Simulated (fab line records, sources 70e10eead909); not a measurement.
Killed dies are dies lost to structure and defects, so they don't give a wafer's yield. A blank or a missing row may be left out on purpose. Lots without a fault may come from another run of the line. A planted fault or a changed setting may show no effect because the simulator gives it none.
A struck lot beside a sound one | flow nand_harc | 17 steps out of a route of 1302
Sound: wafers L725.3, L725.5, L725.6. Struck: wafers L740.1, L740.2, L740.3. The cause comes at the end.
At each step with rows: each side's tool, then ch and its chambers, then its first start. Under that, the readings that differ: sound wafers | struck wafers | difference of the means | sigmas: that difference in standard deviations of wafers without a fault.
alike: readings whose means differ by less than 2 such deviations, and words and numbers that are the same on both sides. not compared: withheld readings, readings that some wafer has no value for, bounds like >300 that may hide the same value, and numbers for which the record gives no deviation and whose values overlap.
The two part at a step that has a row with sigmas, a row that says differs or no value, or rows on one side only. Numbers that don't overlap but have no deviation are shown without sigmas and don't part them. A reading that every wafer of one side lacks parts them only if that side has two wafers or more.

NHARC_P_GATE_CD_MEAS_46: target cd 720 nm.
  sound on cd_sem-02 ch 0, day 8 01:16; struck on cd_sem-01 ch 0, day 14 14:20
  alike: cd_nm
then, 1 step without rows for these wafers: NHARC_P_GATE_HARDBAKE_47 (time 80 s).
NHARC_P_GATE_DESCUM_48: chemistry O2, time 3 s.
  sound on rie_diel-02 ch 1,2, day 8 01:25; struck on rie_diel-02 ch 0,1,2, day 14 14:29
  alike: drypump_motor_current_A, mfc_ar_sccm, oes_product_au, rf_vpp_V, showerhead_plenum_p_Torr, throttle_valve_pct
  not compared: rf_hours_counter_h
then, 1 step without rows for these wafers: NHARC_P_GATE_IMPLANT_49.
NHARC_P_GATE_STRIP_111: strips in N2/H2, time 250 s.
  sound on plasma_asher-02 ch 0,1, day 8 01:56; struck on plasma_asher-02 ch 0,1, day 14 15:13
  alike: drypump_motor_current_A, heater_power_w
  not compared: rf_hours_counter_h
NHARC_P_GATE_STRIP_75: strips in O2.
  sound on plasma_asher-02 ch 0,1, day 8 02:07; struck on plasma_asher-02 ch 0,1, day 14 15:31
  alike: drypump_motor_current_A, heater_power_w
  not compared: rf_hours_counter_h
then, 6 steps without rows for these wafers: NHARC_P_GATE_STRIP_50 (strips in SPM, time 900 s); NHARC_P_GATE_DEHYDRATE_51 (time 120 s); NHARC_P_GATE_HMDS_52 (time 30 s); NHARC_P_GATE_COAT_53; NHARC_P_GATE_SOFTBAKE_54 (time 95 s); NHARC_P_GATE_EBR_55.
NHARC_P_GATE_EXPOSE_56: exposes mask P PSD, target cd 720 nm.
  sound on krf_scanner-04 ch 0, day 8 02:52; struck on krf_scanner-03 ch 0, day 14 16:17
  reading              | sound                | struck               | difference | sigmas
  exposure_dose_mJ_cm2 | 14.827 14.799 14.801 | 13.430 13.415 13.430 | -1.384     | -99
  alike: mask
then, 2 steps without rows for these wafers: NHARC_P_GATE_PEB_57 (peb time 85 s); NHARC_P_GATE_DEVELOP_58 (time 70 s).
NHARC_P_GATE_CD_MEAS_59: target cd 720 nm.
  sound on cd_sem-01 ch 0, day 8 03:01; struck on cd_sem-02 ch 0
  reading    | sound             | struck            | difference | sigmas
  cd_nm (nm) | 718.8 721.0 717.5 | 702.5 701.4 700.8 | -17.5      | -11
  not compared: hold
then, 1 step without rows for these wafers: NHARC_END_SORT_01.

WHERE THEY PART
First at NHARC_P_GATE_EXPOSE_56; last, within this record, at NHARC_P_GATE_CD_MEAS_59.

WHY: what the simulator had put in
Process parameter drift: krf_scanner-03, from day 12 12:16 on, at NHARC_P_GATE_EXPOSE_56. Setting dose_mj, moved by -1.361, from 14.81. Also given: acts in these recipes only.
